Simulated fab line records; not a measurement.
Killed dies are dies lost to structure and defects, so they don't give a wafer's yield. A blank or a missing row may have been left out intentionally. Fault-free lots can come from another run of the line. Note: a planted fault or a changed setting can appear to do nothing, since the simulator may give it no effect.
Chamber matching    flow nand-harc    4 sister chambers for NHARC_A_CHANNEL_FILL_D1_STRIP_28 on rie-diel-10
The step strips in O2, time 20 s. 4 wafers are shown with their chamber, then 10 later ones without.

## WAFERS, EACH WITH ITS CHAMBER
wafer   chamber  drypump-motor-current-A (A)
L089.1  3        5.97
L089.5  1        5.53
L087.1  0        5.23
L087.2  2        5.34

## WAFERS WHOSE CHAMBER IS MISSING
wafer   drypump-motor-current-A (A)
L087.4  5.93
L092.1  5.93
L092.3  5.21
L092.4  5.58
L094.1  5.33
L094.2  5.94
L094.6  5.34
L096.1  5.55
L096.2  5.22
L096.4  5.95

## THE CHAMBER EACH PASSED THROUGH
wafer   from the rows above  in truth
L087.4  3                    3
L092.1  3                    3
L092.3  0                    0
L092.4  1                    1
L094.1  2                    2
L094.2  3                    3
L094.6  2                    2
L096.1  1                    1
L096.2  0                    0
L096.4  3                    3
10 of 10 placed correctly. Left unplaced by these rows: 0. Placed wrongly: 0.
How it was worked out, from the rows above alone: a wafer's distance from a chamber is the root of the sum, over the readings, of the square of ((its reading less the chamber's mean) divided by the reading's scatter). If the next closest chamber is less than 2 further off than the closest, the wafer can't be placed; otherwise it belongs to the closest. Each chamber's mean is taken over the wafers shown for it. The scatter: with one shown wafer a chamber, the root of the mean of the squares of how far each hidden wafer lies from its nearest shown one.
